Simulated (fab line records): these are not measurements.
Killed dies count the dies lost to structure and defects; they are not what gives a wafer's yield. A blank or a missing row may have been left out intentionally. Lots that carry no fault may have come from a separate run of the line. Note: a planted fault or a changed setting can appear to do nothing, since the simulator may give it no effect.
Split-lot experiment | flow n5-finfet | on a route of 1938 steps: 7 lots, 21 wafers read

SPLIT DETAILS
At N5_BEOL_M0_SAQP_PECVD_96 (deposits a-Si from SiH4/He, target thk 45 nm, time 45.2 s), the setting time-s was moved away from the recipe's 45.2 s on 10 of the 21 wafers read, by -11.2% to +14.2%. For the rest of the wafers, this setting stayed at what the recipe calls for.

FROM THE SPLIT TO THE READING: what the file shows between them, 11 steps
- N5_BEOL_M0_SAQP_PECVD_04: deposits a-Si from SiH4/He, target thk 60 nm, time 60.2 s (also split here: time-s)
- N5_BEOL_M0_SAQP_THK_MEAS_05
- N5_BEOL_M0_SAQP_HM_DEP_111: deposits SiO2 from SiH4/N2O, target thk 12 nm, time 7.2 s
- N5_BEOL_M0_SAQP_COAT_81: time 60 s, resist thk 100 nm
- N5_BEOL_M0_SAQP_HM_OPEN_112: chemistry CHF3/O2, target SiO2, stops on a-Si, target depth 12 nm, time 13.5 s
- N5_BEOL_M0_SAQP_STRIP_113: strips in CHF3/O2
- N5_BEOL_M0_SAQP_MANDREL_ETCH_20: etches a-Si in HBr/Cl2, stops on SiNx, target depth 60 nm, bt time 10 s, time 30 s
- N5_BEOL_M0_SAQP_STRIP_86: strips in N2/H2
- N5_BEOL_M0_SAQP_STRIP_115: strips in post etch residue remover, time 60 s
- N5_BEOL_M0_SAQP_ETCH_101: etches SiNx in CH3F/O2, target depth 29.9 nm, time 42.7 s
- N5_BEOL_M0_SAQP_ETCH_102: etches SiO2 in CF4, target depth 4 nm, time 4.4 s

THE READING
oes-product-au, in a.u., at N5_BEOL_M0_SAQP_MANDREL_ETCH_103 (etches a-Si in HBr/Cl2, stops on SiCN, target depth 45 nm, bt time 10 s, time 27 s). Fault-free wafers of this fab line usually give 0.682 a.u., standard deviation 0.0099 a.u.

wafer  | tool, chamber at the split | time-s as run, s | against the recipe | oes-product-au, a.u. | against lot-mates on the recipe
L075.1 | pecvd-03, 1                | 40.13            | -11.2%             | 0.642                | -0.041
L075.4 | pecvd-03, 1                | 45.2             | recipe             | 0.694                | -
L075.5 | pecvd-03, 2                | 45.2             | recipe             | 0.672                | -
L076.1 | pecvd-02, 2,1              | 48.04            | +6.3%              | 0.714                | no lot-mate on the recipe
L076.2 | pecvd-02, 2,1              | 48.04            | +6.3%              | 0.698                | no lot-mate on the recipe
L076.5 | pecvd-02, 2                | 48.04            | +6.3%              | 0.708                | no lot-mate on the recipe
L081.1 | pecvd-03, 2                | 45.2             | recipe             | 0.668                | -
L081.2 | pecvd-03, 0                | 51.63            | +14.2%             | 0.739                | +0.061
L081.4 | pecvd-03, 0                | 45.2             | recipe             | 0.687                | -
L085.1 | pecvd-03, 1                | 49.94            | +10.5%             | 0.732                | +0.036
L085.4 | pecvd-03, 1                | 49.94            | +10.5%             | 0.732                | +0.036
L085.5 | pecvd-03, 2                | 45.2             | recipe             | 0.696                | -
L086.2 | pecvd-01, 0                | 49.15            | +8.7%              | 0.703                | +0.022
L086.3 | pecvd-01, 2                | 45.2             | recipe             | 0.678                | -
L086.4 | pecvd-01, 1                | 45.2             | recipe             | 0.683                | -
L088.2 | pecvd-02, 1                | 45.2             | recipe             | 0.678                | -
L088.4 | pecvd-02, 2                | 45.2             | recipe             | 0.667                | -
L088.5 | pecvd-02, 1                | 45.2             | recipe             | 0.680                | -
L095.4 | pecvd-03, 2                | 48.7             | +7.7%              | 0.735                | +0.035
L095.5 | pecvd-03, 1                | 48.7             | +7.7%              | 0.736                | +0.036
L095.6 | pecvd-03, 0                | 45.2             | recipe             | 0.700                | -
When a row names more than one chamber, that row covers several wafers, and the file does not tell which wafer ran in which chamber.

THE FIT
A straight line over all 21 wafers: oes-product-au changes by +0.00426 a.u. for each +1% of time-s; r = +0.91; the points scatter about the line by 0.012 a.u.
The same after taking each lot's own level away (the mean of its wafers on the recipe; 18 wafers): +0.0038 a.u. for each +1%; r = +0.96; scatter 0.0071 a.u.
On that fit, the largest move of time-s shifts the reading by 0.054 a.u.
The lots' own levels span 0.6750 to 0.7000 a.u., that is 2.5 times the standard deviation above.
Thus the slope moves with the lot-to-lot level: the two fits are different.
Check: for one of the wafers moved furthest among these (+14.2%), held out of the fit, the line's prediction against its lot-mates is +0.0515 a.u. Against them it came out at +0.0615 a.u.

THESE WAFERS: OTHER SPLITS
Other splits were also applied to these wafers ahead of the reading. Each is held against what the fit with the lots' levels taken away leaves over:
other split on the same wafers                  | wafers away from the commonest value | r with oes-product-au (lot level and that fit taken away)
N5_SDB_EXPOSE_08 dose-mj                        | 11                                   | +0.11
N5_HKMG_FIN_DESCUM_17 time-s                    | 5                                    | +0.08
N5_MOL_CONTACT_COAG_ETCHBACK_136 target-depth-a | 3                                    | -0.12
N5_BEOL_M0_SAQP_PECVD_04 time-s                 | 11                                   | +0.15

THE WHOLE CHAIN: every reading that the file lists as answering this split, in the file's order
step                             | what it does                                                                       | reading                                                                               | change (the file's fit)                  | r (the file's)
N5_BEOL_M0_SAQP_PECVD_96         | deposits a-Si from SiH4/He, target thk 45 nm, time 45.2 s                          | a-Si_of_BEOL_M0_SAQP_PECVD_96.thk-nm (the simulator's own value, which no gauge read) | +0.446 nm for each +1% of the setting    | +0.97
N5_BEOL_M0_SAQP_MANDREL_ETCH_103 | etches a-Si in HBr/Cl2, stops on SiCN, target depth 45 nm, bt time 10 s, time 27 s | oes-product-au                                                                        | +0.0038 a.u. for each +1% of the setting | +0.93
N5_BEOL_M0_SAQP_MANDREL_ETCH_103 | etches a-Si in HBr/Cl2, stops on SiCN, target depth 45 nm, bt time 10 s, time 27 s | etch.depth-nm (the simulator's own value, which no gauge read)                        | +0.44 nm for each +1% of the setting     | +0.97
N5_BEOL_M0_SAQP_ETCH_107         | etches SiNx in CH3F/O2, target depth 30 nm                                         | a-Si_of_BEOL_M0_SAQP_PECVD_96.thk-nm (the simulator's own value, which no gauge read) | +0.444 nm for each +1% of the setting    | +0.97

FILE'S OWN FIT
oes-product-au changes by +0.0038 a.u. for each +1% of time-s, r = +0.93.
